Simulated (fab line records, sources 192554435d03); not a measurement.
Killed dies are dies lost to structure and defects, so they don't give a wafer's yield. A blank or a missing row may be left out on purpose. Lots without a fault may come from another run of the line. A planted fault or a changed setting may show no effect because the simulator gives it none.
Chamber matching | flow n5_finfet | N5_BEOL_M1_ETCH_63 on rie_diel-03: 4 sister chambers
The step etches SiARC in CF4, target depth 15.6 nm, time 26 s. 7 wafers are shown with their chamber, then 8 later ones without.

WAFERS WITH THEIR CHAMBER
wafer  | chamber | showerhead_plenum_p_Torr (Torr) | drypump_motor_current_A (A)
L074.2 | 3       | 2.19                            | 6.6
L079.3 | 1       | 2.22                            | 6.1
L079.4 | 3       | 2.19                            | 6.7
L081.4 | 2       | 2.15                            | 5.7
L083.5 | 1       | 2.22                            | 6.0
L083.6 | 0       | 2.15                            | 4.9
L089.1 | 0       | 2.14                            | 4.9

WAFERS WITHOUT THEIR CHAMBER
wafer  | showerhead_plenum_p_Torr (Torr) | drypump_motor_current_A (A)
L089.2 | 2.21                            | 6.1
L089.3 | 2.18                            | 6.6
L090.3 | 2.18                            | 6.6
L090.4 | 2.14                            | 5.8
L090.6 | 2.21                            | 6.0
L093.1 | 2.18                            | 6.6
L093.5 | 2.21                            | 6.0
L093.6 | 2.14                            | 4.9

WHICH CHAMBER EACH WENT THROUGH
wafer  | from the rows above | in truth
L089.2 | 1                   | 1
L089.3 | 3                   | 3
L090.3 | 3                   | 3
L090.4 | 2                   | 2
L090.6 | 1                   | 1
L093.1 | 3                   | 3
L093.5 | 1                   | 1
L093.6 | 0                   | 0
Placed correctly: 8 of 8. Can't be placed from these rows: 0. Placed wrongly: 0.
How it was worked out, from the rows above alone: a wafer's distance from a chamber is the root of the sum, over the readings, of the square of ((its reading less the chamber's mean) divided by the reading's scatter). The wafer belongs to the nearest chamber; if the next one is less than 2 further off, it can't be placed. A chamber's mean is the mean of its shown wafers. The scatter: the root of (the sum of the squares of (reading less its chamber's mean) over the shown wafers, divided by (wafers less chambers)).
